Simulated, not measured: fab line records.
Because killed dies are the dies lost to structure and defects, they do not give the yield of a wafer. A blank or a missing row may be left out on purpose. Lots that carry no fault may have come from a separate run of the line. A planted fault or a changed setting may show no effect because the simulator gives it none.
fab line records / flow nand_harc
record lots=6 wafers=16 last_day=24
route steps=1159 shown P_M2@330 END@1159
lots that met no fault: taken from a fault-free run of the same line
start_h: the number of hours between the record's first day and the start of the first shown wafer of the lot / wait_h: hours elapsed since this lot's preceding step / " unchanged from the row above / L1.1+2: a row that stands for several wafers / - either no value or no given start / * or withheld: withheld / < > ~ a bound
route shown NAME@n: NAME is a module with steps in the file, n the number in the route of the first one / usual: mean and standard deviation over wafers with no fault / same: alike in all rows / chamber/n: place in a boat / sites: readings site by site / _std_site: standard deviation across them / _edge_site: inner sites' mean taken away from outer sites' mean / radius_mm: how far each site lies from the wafer's centre / mask NAME#n: copy n / behind: tool/chamber where the wafer was last shaped / hold: why the lot went on hold/how many hours it stayed there/how the hold came to an end / device: transistor that didn't switch, given as n, p or np / end of line: the same wafers' tests at the end of the route / a step without rows: its recipe alone / killed: dies that structure and defects cost at the first sort, which is not the same as the wafer's yield / map: dies across one wafer; x = killed, . = not, _ = none there
set.NAME: the setting the step ran with; set.NAME@STEP: the setting that earlier step ran with / model.NAME: the simulator's own value behind a step, which no gauge read
lots seen at some steps along the route; tables by step, rows by wafer
services: from which hour (start_h, from the record's first day; less than 0 if before it) a tool's chamber was out of use, for how many hours, and why
## steps
# step NHARC_P_M2_INSPECT_11
# usual raw_defect_count=4.4/2.5
lot.wafer=L254.3 tool=defect_inspect-01 chamber=- start_h=151.12 wait_h=0.0 raw_defect_count=2
lot.wafer=L254.4 tool=defect_inspect-01 chamber=- start_h=151.12 wait_h=0.0 raw_defect_count=6
lot.wafer=L254.6 tool=defect_inspect-01 chamber=- start_h=151.12 wait_h=0.0 raw_defect_count=1
lot.wafer=L253.1 tool=defect_inspect-01 chamber=- start_h=152.24 wait_h=0.0 raw_defect_count=3
lot.wafer=L253.2 tool=defect_inspect-01 chamber=- start_h=152.24 wait_h=0.0 raw_defect_count=5
lot.wafer=L253.5 tool=defect_inspect-01 chamber=- start_h=152.24 wait_h=0.0 raw_defect_count=7
lot.wafer=L255.1 tool=defect_inspect-01 chamber=- start_h=158.43 wait_h=0.0 raw_defect_count=3
lot.wafer=L255.2 tool=defect_inspect-01 chamber=- start_h=158.43 wait_h=0.0 raw_defect_count=4
lot.wafer=L255.6 tool=defect_inspect-01 chamber=- start_h=158.43 wait_h=0.0 raw_defect_count=2
lot.wafer=L263.1 tool=defect_inspect-02 chamber=- start_h=209.28 wait_h=0.0 raw_defect_count=1
lot.wafer=L263.3 tool=defect_inspect-02 chamber=- start_h=209.28 wait_h=0.0 raw_defect_count=4
lot.wafer=L265.3 tool=defect_inspect-01 chamber=- start_h=213.95 wait_h=0.0 raw_defect_count=6
lot.wafer=L265.5 tool=defect_inspect-01 chamber=- start_h=213.95 wait_h=0.0 raw_defect_count=3
lot.wafer=L272.2 tool=defect_inspect-02 chamber=- start_h=256.70 wait_h=0.0 raw_defect_count=8
lot.wafer=L272.3 tool=defect_inspect-02 chamber=- start_h=256.70 wait_h=0.0 raw_defect_count=3
lot.wafer=L272.5 tool=defect_inspect-02 chamber=- start_h=256.70 wait_h=0.0 raw_defect_count=2
# step NHARC_P_M2_DESCUM_14
# recipe time_s=3 o2_flow_sccm=200 ar_flow_sccm=0 bias_power_w=0 chemistry=O2
# step NHARC_P_M2_ETCH_35
# recipe target_depth_a=400 overetch_a=120 time_s=43.94 ion_energy_ev=200 n2_flow_sccm=150 h2_flow_sccm=150 ar_flow_sccm=0 rf_w=400 bias_w=150 chemistry=N2/H2
# step NHARC_P_M2_ETCH_15
# recipe target_depth_a=1825 time_s=91.2 c4f8_flow_sccm=withheld ar_flow_sccm=400 rf_w=600 bias_w=300 chemistry=C4F8/Ar
# step NHARC_P_M2_CD_MEAS_16
# usual cd_nm=169.9/0.86
lot.wafer=L254.3 tool=cd_sem-01 chamber=- start_h=151.61 wait_h=- cd_nm=169.7
lot.wafer=L254.4 tool=cd_sem-01 chamber=- start_h=151.61 wait_h=- cd_nm=170.5
lot.wafer=L254.6 tool=cd_sem-01 chamber=- start_h=151.61 wait_h=- cd_nm=171.1
lot.wafer=L253.1 tool=cd_sem-01 chamber=- start_h=152.61 wait_h=- cd_nm=169.3
lot.wafer=L253.2 tool=cd_sem-01 chamber=- start_h=152.61 wait_h=- cd_nm=169.9
lot.wafer=L253.5 tool=cd_sem-01 chamber=- start_h=152.61 wait_h=- cd_nm=171.1
lot.wafer=L255.1 tool=cd_sem-02 chamber=- start_h=158.79 wait_h=- cd_nm=168.7
lot.wafer=L255.2 tool=cd_sem-02 chamber=- start_h=158.79 wait_h=- cd_nm=169.1
lot.wafer=L255.6 tool=cd_sem-02 chamber=- start_h=158.79 wait_h=- cd_nm=168.8
lot.wafer=L263.1 tool=cd_sem-01 chamber=- start_h=209.65 wait_h=- cd_nm=170.3
lot.wafer=L263.3 tool=cd_sem-01 chamber=- start_h=209.65 wait_h=- cd_nm=170.0
lot.wafer=L265.3 tool=cd_sem-02 chamber=- start_h=214.45 wait_h=- cd_nm=170.4
lot.wafer=L265.5 tool=cd_sem-02 chamber=- start_h=214.45 wait_h=- cd_nm=168.9
lot.wafer=L272.2 tool=cd_sem-01 chamber=- start_h=257.15 wait_h=- cd_nm=168.4
lot.wafer=L272.3 tool=cd_sem-01 chamber=- start_h=257.15 wait_h=- cd_nm=170.1
lot.wafer=L272.5 tool=cd_sem-01 chamber=- start_h=257.15 wait_h=- cd_nm=169.6
# step NHARC_P_M2_STRIP_18
# recipe power_w=1000 n2_flow_sccm=150 h2_flow_sccm=150 ar_flow_sccm=0 bias_w=0 chemistry=N2/H2
# step NHARC_P_M2_ETCH_28
# recipe target_depth_a=300 over_etch_frac=0.3 time_s=72.99 ion_energy_ev=150 cf4_flow_sccm=50 n2_flow_sccm=100 ar_flow_sccm=150 rf_w=300 bias_w=100 chemistry=CF4/N2
# step NHARC_P_M2_STRIP_19
# recipe time_s=600 temp_c=30 chemistry=post_etch_residue_remover
# step NHARC_P_M2_DEGAS_29
# recipe temp_c=250 time_s=60
# usual heater_power_w=324/40
lot.wafer=L254.3 tool=pvd_sputter-03 chamber=- start_h=152.34 wait_h=- heater_power_w=318
lot.wafer=L254.4 tool=pvd_sputter-03 chamber=- start_h=152.34 wait_h=- heater_power_w=309
lot.wafer=L254.6 tool=pvd_sputter-03 chamber=- start_h=152.34 wait_h=- heater_power_w=324
lot.wafer=L253.2 tool=pvd_sputter-03 chamber=- start_h=153.34 wait_h=- heater_power_w=317
lot.wafer=L253.1 tool=pvd_sputter-03 chamber=- start_h=153.34 wait_h=- heater_power_w=322
lot.wafer=L253.5 tool=pvd_sputter-03 chamber=- start_h=153.34 wait_h=- heater_power_w=321
lot.wafer=L255.2 tool=pvd_sputter-02 chamber=- start_h=160.04 wait_h=- heater_power_w=257
lot.wafer=L255.1 tool=pvd_sputter-02 chamber=- start_h=160.04 wait_h=- heater_power_w=399
lot.wafer=L255.6 tool=pvd_sputter-02 chamber=- start_h=160.04 wait_h=- heater_power_w=279
lot.wafer=L263.1 tool=pvd_sputter-02 chamber=- start_h=210.37 wait_h=- heater_power_w=283
lot.wafer=L263.3 tool=pvd_sputter-02 chamber=- start_h=210.37 wait_h=- heater_power_w=394
lot.wafer=L265.3 tool=pvd_sputter-02 chamber=- start_h=215.18 wait_h=- heater_power_w=402
lot.wafer=L265.5 tool=pvd_sputter-02 chamber=- start_h=215.18 wait_h=- heater_power_w=290
lot.wafer=L272.2 tool=pvd_sputter-02 chamber=- start_h=258.27 wait_h=- heater_power_w=282
lot.wafer=L272.3 tool=pvd_sputter-02 chamber=- start_h=258.27 wait_h=- heater_power_w=304
lot.wafer=L272.5 tool=pvd_sputter-02 chamber=- start_h=258.27 wait_h=- heater_power_w=285
# step NHARC_P_M2_PRE_CLEAN_30
# recipe time_s=30 temp_c=280 gas=H2/He
# usual heater_power_w=400/47
lot.wafer=L254.3 tool=pvd_sputter-03 chamber=- start_h=- wait_h=- heater_power_w=421
lot.wafer=L254.4 tool=pvd_sputter-03 chamber=- start_h=- wait_h=- heater_power_w=388
lot.wafer=L254.6 tool=pvd_sputter-03 chamber=- start_h=- wait_h=- heater_power_w=453
lot.wafer=L253.1 tool=pvd_sputter-03 chamber=- start_h=- wait_h=- heater_power_w=381
lot.wafer=L253.2 tool=pvd_sputter-03 chamber=- start_h=- wait_h=- heater_power_w=424
lot.wafer=L253.5 tool=pvd_sputter-03 chamber=- start_h=- wait_h=- heater_power_w=378
lot.wafer=L255.1 tool=pvd_sputter-02 chamber=- start_h=- wait_h=- heater_power_w=486
lot.wafer=L255.2 tool=pvd_sputter-02 chamber=- start_h=- wait_h=- heater_power_w=410
lot.wafer=L255.6 tool=pvd_sputter-02 chamber=- start_h=- wait_h=- heater_power_w=350
lot.wafer=L263.1 tool=pvd_sputter-02 chamber=- start_h=- wait_h=- heater_power_w=488
lot.wafer=L263.3 tool=pvd_sputter-02 chamber=- start_h=- wait_h=- heater_power_w=421
lot.wafer=L265.3 tool=pvd_sputter-02 chamber=- start_h=- wait_h=- heater_power_w=490
lot.wafer=L265.5 tool=pvd_sputter-02 chamber=- start_h=- wait_h=- heater_power_w=349
lot.wafer=L272.3 tool=pvd_sputter-02 chamber=- start_h=- wait_h=- heater_power_w=348
lot.wafer=L272.2 tool=pvd_sputter-02 chamber=- start_h=- wait_h=- heater_power_w=467
lot.wafer=L272.5 tool=pvd_sputter-02 chamber=- start_h=- wait_h=- heater_power_w=336
# step NHARC_P_M2_PVD_20
# recipe target_thk_a=50 bias_v=168.6 power_w=15000 chamber_pressure_pa=0.12 time_s=8.06 substrate_temp_c=50 material=TaN
# usual bias_v=168.5/1.6 throttle_valve_pct=29.8/1.1
lot.wafer=L254.4 tool=pvd_sputter-03 chamber=- start_h=- wait_h=- bias_v=168.7 throttle_valve_pct=27.5
lot.wafer=L254.3 tool=pvd_sputter-03 chamber=- start_h=- wait_h=- bias_v=169.1 throttle_valve_pct=30.6
lot.wafer=L254.6 tool=pvd_sputter-03 chamber=- start_h=- wait_h=- bias_v=171.7 throttle_valve_pct=27.1
lot.wafer=L253.1 tool=pvd_sputter-03 chamber=- start_h=- wait_h=- bias_v=170.3 throttle_valve_pct=30.4
lot.wafer=L253.2 tool=pvd_sputter-03 chamber=- start_h=- wait_h=- bias_v=168.4 throttle_valve_pct=29.9
lot.wafer=L253.5 tool=pvd_sputter-03 chamber=- start_h=- wait_h=- bias_v=168.1 throttle_valve_pct=27.7
lot.wafer=L255.2 tool=pvd_sputter-02 chamber=- start_h=- wait_h=- bias_v=168.3 throttle_valve_pct=31.2
lot.wafer=L255.1 tool=pvd_sputter-02 chamber=- start_h=- wait_h=- bias_v=171.3 throttle_valve_pct=29.8
lot.wafer=L255.6 tool=pvd_sputter-02 chamber=- start_h=- wait_h=- bias_v=170.6 throttle_valve_pct=30.8
lot.wafer=L263.3 tool=pvd_sputter-02 chamber=- start_h=- wait_h=- bias_v=171.3 throttle_valve_pct=29.4
lot.wafer=L263.1 tool=pvd_sputter-02 chamber=- start_h=- wait_h=- bias_v=169.3 throttle_valve_pct=29.0
lot.wafer=L265.3 tool=pvd_sputter-02 chamber=- start_h=- wait_h=- bias_v=166.1 throttle_valve_pct=29.0
lot.wafer=L265.5 tool=pvd_sputter-02 chamber=- start_h=- wait_h=- bias_v=167.4 throttle_valve_pct=28.9
lot.wafer=L272.3 tool=pvd_sputter-02 chamber=- start_h=- wait_h=- bias_v=167.1 throttle_valve_pct=30.1
lot.wafer=L272.2 tool=pvd_sputter-02 chamber=- start_h=- wait_h=- bias_v=167.3 throttle_valve_pct=30.5
lot.wafer=L272.5 tool=pvd_sputter-02 chamber=- start_h=- wait_h=- bias_v=169.2 throttle_valve_pct=29.9
# step NHARC_P_M2_PVD_21
# recipe target_thk_a=300 chamber_pressure_pa=5 power_w=5000 substrate_temp_c=30 time_s=20.49 material=Cu
# usual throttle_valve_pct=29.8/1
lot.wafer=L254.3 tool=pvd_sputter-03 chamber=- start_h=- wait_h=- throttle_valve_pct=29.5
lot.wafer=L254.4 tool=pvd_sputter-03 chamber=- start_h=- wait_h=- throttle_valve_pct=27.4
lot.wafer=L254.6 tool=pvd_sputter-03 chamber=- start_h=- wait_h=- throttle_valve_pct=30.9
lot.wafer=L253.2 tool=pvd_sputter-03 chamber=- start_h=- wait_h=- throttle_valve_pct=27.0
lot.wafer=L253.1 tool=pvd_sputter-03 chamber=- start_h=- wait_h=- throttle_valve_pct=30.1
lot.wafer=L253.5 tool=pvd_sputter-03 chamber=- start_h=- wait_h=- throttle_valve_pct=27.3
lot.wafer=L255.2 tool=pvd_sputter-02 chamber=- start_h=- wait_h=- throttle_valve_pct=28.8
lot.wafer=L255.1 tool=pvd_sputter-02 chamber=- start_h=- wait_h=- throttle_valve_pct=30.8
lot.wafer=L255.6 tool=pvd_sputter-02 chamber=- start_h=- wait_h=- throttle_valve_pct=29.3
lot.wafer=L263.1 tool=pvd_sputter-02 chamber=- start_h=- wait_h=- throttle_valve_pct=29.6
lot.wafer=L263.3 tool=pvd_sputter-02 chamber=- start_h=- wait_h=- throttle_valve_pct=29.7
lot.wafer=L265.3 tool=pvd_sputter-02 chamber=- start_h=- wait_h=- throttle_valve_pct=29.9
lot.wafer=L265.5 tool=pvd_sputter-02 chamber=- start_h=- wait_h=- throttle_valve_pct=31.0
lot.wafer=L272.2 tool=pvd_sputter-02 chamber=- start_h=- wait_h=- throttle_valve_pct=30.7
lot.wafer=L272.3 tool=pvd_sputter-02 chamber=- start_h=- wait_h=- throttle_valve_pct=29.3
lot.wafer=L272.5 tool=pvd_sputter-02 chamber=- start_h=- wait_h=- throttle_valve_pct=29.3
# step NHARC_P_M2_ECD_22
# recipe target_thk_a=4000 bath_temp_c=25 material=Cu
lot.wafer=L254.4+3+6 tool=ecd_cu-01 chamber=1,0,0 start_h=152.81 wait_h=-
lot.wafer=L253.1+2+5 tool=ecd_cu-01 chamber=1,0,0 start_h=153.70 wait_h=-
lot.wafer=L255.1+2+6 tool=ecd_cu-02 chamber=1,0,0 start_h=160.40 wait_h=-
lot.wafer=L263.1+3 tool=ecd_cu-02 chamber=1,0 start_h=210.73 wait_h=-
lot.wafer=L265.3+5 tool=ecd_cu-02 chamber=1 start_h=215.69 wait_h=-
lot.wafer=L272.2+3+5 tool=ecd_cu-01 chamber=1 start_h=258.68 wait_h=-
# step NHARC_P_M2_ANNEAL_31
# recipe temp_c=225 time_s=90
# usual anneal_temp_c_max=225.79/0.22 wafer_temp_C_max=226.5/0.38
lot.wafer=L254.3 tool=rtp_anneal-02 chamber=0 start_h=153.19 wait_h=- anneal_temp_c_max=226.07 wafer_temp_C_max=225.9
lot.wafer=L254.4 tool=rtp_anneal-02 chamber=0 start_h=153.19 wait_h=- anneal_temp_c_max=225.76 wafer_temp_C_max=226.5
lot.wafer=L254.6 tool=rtp_anneal-02 chamber=0 start_h=153.19 wait_h=- anneal_temp_c_max=225.63 wafer_temp_C_max=226.2
lot.wafer=L253.1 tool=rtp_anneal-02 chamber=0 start_h=154.08 wait_h=0.3 anneal_temp_c_max=225.90 wafer_temp_C_max=226.5
lot.wafer=L253.2 tool=rtp_anneal-02 chamber=0 start_h=154.08 wait_h=0.3 anneal_temp_c_max=225.94 wafer_temp_C_max=226.1
lot.wafer=L253.5 tool=rtp_anneal-02 chamber=0 start_h=154.08 wait_h=0.3 anneal_temp_c_max=225.81 wafer_temp_C_max=226.4
lot.wafer=L255.1 tool=rtp_anneal-01 chamber=0 start_h=160.78 wait_h=0.3 anneal_temp_c_max=225.97 wafer_temp_C_max=227.1
lot.wafer=L255.2 tool=rtp_anneal-01 chamber=0 start_h=160.78 wait_h=0.3 anneal_temp_c_max=225.91 wafer_temp_C_max=226.8
lot.wafer=L255.6 tool=rtp_anneal-01 chamber=0 start_h=160.78 wait_h=0.3 anneal_temp_c_max=225.87 wafer_temp_C_max=226.8
lot.wafer=L263.1 tool=rtp_anneal-01 chamber=0 start_h=211.10 wait_h=- anneal_temp_c_max=225.77 wafer_temp_C_max=226.8
lot.wafer=L263.3 tool=rtp_anneal-01 chamber=0 start_h=211.10 wait_h=- anneal_temp_c_max=225.87 wafer_temp_C_max=226.5
lot.wafer=L265.3 tool=rtp_anneal-01 chamber=0 start_h=216.27 wait_h=- anneal_temp_c_max=225.45 wafer_temp_C_max=226.8
lot.wafer=L265.5 tool=rtp_anneal-01 chamber=0 start_h=216.27 wait_h=- anneal_temp_c_max=225.69 wafer_temp_C_max=226.5
lot.wafer=L272.2 tool=rtp_anneal-02 chamber=0 start_h=259.13 wait_h=0.4 anneal_temp_c_max=225.78 wafer_temp_C_max=226.7
lot.wafer=L272.3 tool=rtp_anneal-02 chamber=0 start_h=259.13 wait_h=0.4 anneal_temp_c_max=225.90 wafer_temp_C_max=225.8
lot.wafer=L272.5 tool=rtp_anneal-02 chamber=0 start_h=259.13 wait_h=0.4 anneal_temp_c_max=225.66 wafer_temp_C_max=226.2
# step NHARC_P_M2_CMP_23
# recipe t_overpolish_s=20 target_thk_nm=144.3
# usual motor_current_A=12.2/1.5 retaining_ring_pressure_frac=1.000/0.0048 time_to_endpoint_s=28.0/2.6
lot.wafer=L254.3 tool=cmp-04 chamber=2 start_h=153.49 wait_h=- motor_current_A=11.9 retaining_ring_pressure_frac=0.998 time_to_endpoint_s=32.7
lot.wafer=L254.4 tool=cmp-04 chamber=3 start_h=153.49 wait_h=- motor_current_A=11.6 retaining_ring_pressure_frac=0.990 time_to_endpoint_s=30.8
lot.wafer=L254.6 tool=cmp-04 chamber=0 start_h=153.49 wait_h=- motor_current_A=13.0 retaining_ring_pressure_frac=1.003 time_to_endpoint_s=29.1
lot.wafer=L253.2 tool=cmp-04 chamber=3 start_h=154.43 wait_h=- motor_current_A=11.7 retaining_ring_pressure_frac=0.999 time_to_endpoint_s=30.4
lot.wafer=L253.1 tool=cmp-04 chamber=1 start_h=154.43 wait_h=- motor_current_A=9.1 retaining_ring_pressure_frac=0.997 time_to_endpoint_s=27.6
lot.wafer=L253.5 tool=cmp-04 chamber=0 start_h=154.43 wait_h=- motor_current_A=12.7 retaining_ring_pressure_frac=0.999 time_to_endpoint_s=30.8
lot.wafer=L255.2 tool=cmp-02 chamber=0 start_h=161.12 wait_h=- motor_current_A=9.7 retaining_ring_pressure_frac=0.998 time_to_endpoint_s=30.2
lot.wafer=L255.1 tool=cmp-02 chamber=2 start_h=161.12 wait_h=- motor_current_A=14.5 retaining_ring_pressure_frac=0.996 time_to_endpoint_s=27.6
lot.wafer=L255.6 tool=cmp-02 chamber=1 start_h=161.12 wait_h=- motor_current_A=12.1 retaining_ring_pressure_frac=0.995 time_to_endpoint_s=24.2
lot.wafer=L263.1 tool=cmp-03 chamber=1 start_h=211.44 wait_h=- motor_current_A=13.9 retaining_ring_pressure_frac=1.006 time_to_endpoint_s=26.9
lot.wafer=L263.3 tool=cmp-03 chamber=2 start_h=211.44 wait_h=- motor_current_A=13.0 retaining_ring_pressure_frac=1.003 time_to_endpoint_s=16.5
lot.wafer=L265.3 tool=cmp-03 chamber=1 start_h=216.57 wait_h=- motor_current_A=13.5 retaining_ring_pressure_frac=1.003 time_to_endpoint_s=12.9
lot.wafer=L265.5 tool=cmp-03 chamber=3 start_h=216.57 wait_h=- motor_current_A=11.5 retaining_ring_pressure_frac=0.997 time_to_endpoint_s=27.5
lot.wafer=L272.2 tool=cmp-02 chamber=3 start_h=259.43 wait_h=- motor_current_A=11.8 retaining_ring_pressure_frac=1.006 time_to_endpoint_s=26.6
lot.wafer=L272.3 tool=cmp-02 chamber=0 start_h=259.43 wait_h=- motor_current_A=9.9 retaining_ring_pressure_frac=0.999 time_to_endpoint_s=27.9
lot.wafer=L272.5 tool=cmp-02 chamber=0 start_h=259.43 wait_h=- motor_current_A=10.0 retaining_ring_pressure_frac=0.990 time_to_endpoint_s=28.3
# step NHARC_P_M2_THK_MEAS_24
# recipe thk_meas_gauge=xrf
# usual thk_nm=144.0/1.5
lot.wafer=L254.3 tool=film_metro-02 chamber=- start_h=153.75 wait_h=- thk_nm=145.4
lot.wafer=L254.4 tool=film_metro-02 chamber=- start_h=153.75 wait_h=- thk_nm=146.5
lot.wafer=L254.6 tool=film_metro-02 chamber=- start_h=153.75 wait_h=- thk_nm=144.9
lot.wafer=L253.1 tool=film_metro-02 chamber=- start_h=154.75 wait_h=- thk_nm=145.1
lot.wafer=L253.2 tool=film_metro-02 chamber=- start_h=154.75 wait_h=- thk_nm=144.5
lot.wafer=L253.5 tool=film_metro-02 chamber=- start_h=154.75 wait_h=- thk_nm=143.1
lot.wafer=L255.1 tool=film_metro-01 chamber=- start_h=161.44 wait_h=- thk_nm=142.8
lot.wafer=L255.2 tool=film_metro-01 chamber=- start_h=161.44 wait_h=- thk_nm=143.3
lot.wafer=L255.6 tool=film_metro-01 chamber=- start_h=161.44 wait_h=- thk_nm=142.3
lot.wafer=L263.1 tool=film_metro-02 chamber=- start_h=211.76 wait_h=- thk_nm=144.8
lot.wafer=L263.3 tool=film_metro-02 chamber=- start_h=211.76 wait_h=- thk_nm=146.4
lot.wafer=L265.3 tool=film_metro-02 chamber=- start_h=216.83 wait_h=- thk_nm=144.0
lot.wafer=L265.5 tool=film_metro-02 chamber=- start_h=216.83 wait_h=- thk_nm=142.6
lot.wafer=L272.2 tool=film_metro-01 chamber=- start_h=259.75 wait_h=- thk_nm=144.7
lot.wafer=L272.3 tool=film_metro-01 chamber=- start_h=259.75 wait_h=- thk_nm=143.3
lot.wafer=L272.5 tool=film_metro-01 chamber=- start_h=259.75 wait_h=- thk_nm=143.6
# step NHARC_END_SORT_01
# recipe temp_c=25
# usual defect_limited_yield=95.4/1.8 killed_at_array=27/11 killed_at_other=0.7/1.1 killed_at_periphery=3.4/2.1 killed_dies=31/12 killed_open=3.6/2 killed_short=2.0/1.3 sort_bin_2_pct=1.5/0.71 sort_bin_3_pct=0.25/0.22 sort_bin_4_pct=2.9/1.2 sort_n_pass=646/12 sort_rim_yield_pct=95.0/2.5 sort_yield_pct=95.4/1.8
# same gross_dies=677 sort_bin_5_pct[%]=0 sort_bin_6_pct[%]=0 sort_bin_7_pct[%]=0 sort_bin_8_pct[%]=0 sort_rim_n_gross=106.00
lot.wafer=L253.1 tool=prober-01 chamber=0 start_h=478.17 wait_h=2.5 defect_limited_yield[%]=96.2 killed_at_array=22 killed_at_other=0 killed_at_periphery=4 killed_dies=26 killed_open=4 killed_short=0 sort_bin_2_pct[%]=1.6 sort_bin_3_pct[%]=0 sort_bin_4_pct[%]=2.2 sort_n_pass=651 sort_rim_yield_pct[%]=96.2 sort_yield_pct[%]=96.2
lot.wafer=L253.2 tool=prober-01 chamber=0 start_h=478.97 wait_h=2.8 defect_limited_yield[%]=96.8 killed_at_array=21 killed_at_other=0 killed_at_periphery=1 killed_dies=22 killed_open=2 killed_short=2 sort_bin_2_pct[%]=1.2 sort_bin_3_pct[%]=0.15 sort_bin_4_pct[%]=1.9 sort_n_pass=655 sort_rim_yield_pct[%]=94.3 sort_yield_pct[%]=96.8
lot.wafer=L253.5 tool=prober-01 chamber=0 start_h=481.35 wait_h=3.7 defect_limited_yield[%]=97.9 killed_at_array=13 killed_at_other=0 killed_at_periphery=1 killed_dies=14 killed_open=4 killed_short=2 sort_bin_2_pct[%]=0.7 sort_bin_3_pct[%]=0.30 sort_bin_4_pct[%]=1.0 sort_n_pass=663 sort_rim_yield_pct[%]=95.3 sort_yield_pct[%]=97.9
lot.wafer=L265.5 tool=prober-02 chamber=0 start_h=543.57 wait_h=3.7 defect_limited_yield[%]=95.3 killed_at_array=28 killed_at_other=1 killed_at_periphery=3 killed_dies=32 killed_open=3 killed_short=4 sort_bin_2_pct[%]=2.2 sort_bin_3_pct[%]=0.15 sort_bin_4_pct[%]=2.4 sort_n_pass=645 sort_rim_yield_pct[%]=96.2 sort_yield_pct[%]=95.3
# killed by level:class
L253.1 A_SLIT:chamber_film_flake=9 A_STAIRCASE:chamber_film_flake=6 A_CHANNEL_HOLE_D1:chamber_film_flake=3 P_CONTACT:geometric_particle:open=2 P_GATE:chamber_film_flake=2 A_CONTACT:geometric_particle:open=1 A_M0:geometric_particle:open=1 A_BLC:chamber_film_flake=1
L253.2 A_SLIT:chamber_film_flake=6 A_CHANNEL_HOLE_D1:chamber_film_flake=5 A_STAIRCASE:chamber_film_flake=2 A_BLC:chamber_film_flake=2 A_ONON_D1:geometric_particle:short=1 A_ONON_D1:geometric_particle:open=1 A_WL_FILL:geometric_particle:short=1 A_CONTACT:geometric_particle:open=1
L253.5 A_SLIT:chamber_film_flake=3 A_CONTACT:geometric_particle:open=2 A_ONON_D1:geometric_particle:open=1 A_CHANNEL_FILL_D1:geometric_particle:open=1 A_SGD_CUT:geometric_particle:short=1 A_WL_FILL:geometric_particle:short=1 P_GATE:chamber_film_flake=1 A_ZERO_WELL:chamber_film_flake=1
L265.5 A_CHANNEL_HOLE_D1:chamber_film_flake=18 A_CONTACT:chamber_film_flake=5 P_ZERO_WELL:chamber_film_flake=2 P_CONTACT:geometric_particle:short=1 A_SOURCE_PLATE:geometric_particle:open=1 A_WL_FILL:geometric_particle:short=1 A_CONTACT:geometric_particle:open=1 A_CONTACT:geometric_particle:short=1
## services
tool=cmp-02 chamber=- start_h=128.56 hours=4.0 kind=pm
tool=cmp-02 chamber=- start_h=132.56 hours=- kind=consumable_replace:conditioner
tool=cmp-02 chamber=- start_h=132.56 hours=- kind=consumable_replace:pad
tool=cmp-04 chamber=- start_h=142.00 hours=6.0 kind=repair
tool=cmp-03 chamber=- start_h=156.02 hours=4.0 kind=pm
tool=cmp-03 chamber=- start_h=160.02 hours=- kind=consumable_replace:conditioner
tool=cmp-03 chamber=- start_h=160.02 hours=- kind=consumable_replace:pad
tool=ecd_cu-02 chamber=- start_h=180.02 hours=8.0 kind=pm
tool=cmp-02 chamber=- start_h=198.66 hours=11.7 kind=repair
tool=cmp-04 chamber=- start_h=203.14 hours=4.0 kind=pm
tool=cmp-04 chamber=- start_h=207.14 hours=- kind=consumable_replace:conditioner
tool=cmp-04 chamber=- start_h=207.14 hours=- kind=consumable_replace:pad
tool=pvd_sputter-02 chamber=- start_h=217.91 hours=10.0 kind=pm
tool=cmp-03 chamber=- start_h=219.37 hours=0.3 kind=repair
tool=cmp-02 chamber=- start_h=226.56 hours=4.0 kind=pm
tool=cmp-02 chamber=- start_h=230.56 hours=- kind=consumable_replace:conditioner
tool=cmp-02 chamber=- start_h=230.56 hours=- kind=consumable_replace:pad
tool=cmp-03 chamber=- start_h=248.95 hours=1.2 kind=repair
tool=cmp-03 chamber=- start_h=254.02 hours=4.0 kind=pm
tool=ecd_cu-01 chamber=- start_h=255.46 hours=1.1 kind=repair
tool=cmp-03 chamber=- start_h=258.02 hours=- kind=consumable_replace:conditioner
tool=cmp-03 chamber=- start_h=258.02 hours=- kind=consumable_replace:pad
## key
first_sign step=NHARC_P_M2_CMP_23 reading=time_to_endpoint_s direction=down sigmas=5.2 usual=* struck=*
effect none on later readings
met_at NHARC_P_M2_ECD_22
struck_wafers L263.3,L265.3
onset_between 160.40 210.73
fault kind=process_parameter_drift tool=ecd_cu-02 chamber=- onset_h=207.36 steps=NHARC_P_M2_ECD_22 channel=target_thk_a offset=* shape=step end_h=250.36 scope=struck_wafers_only acts_in=* stated=*
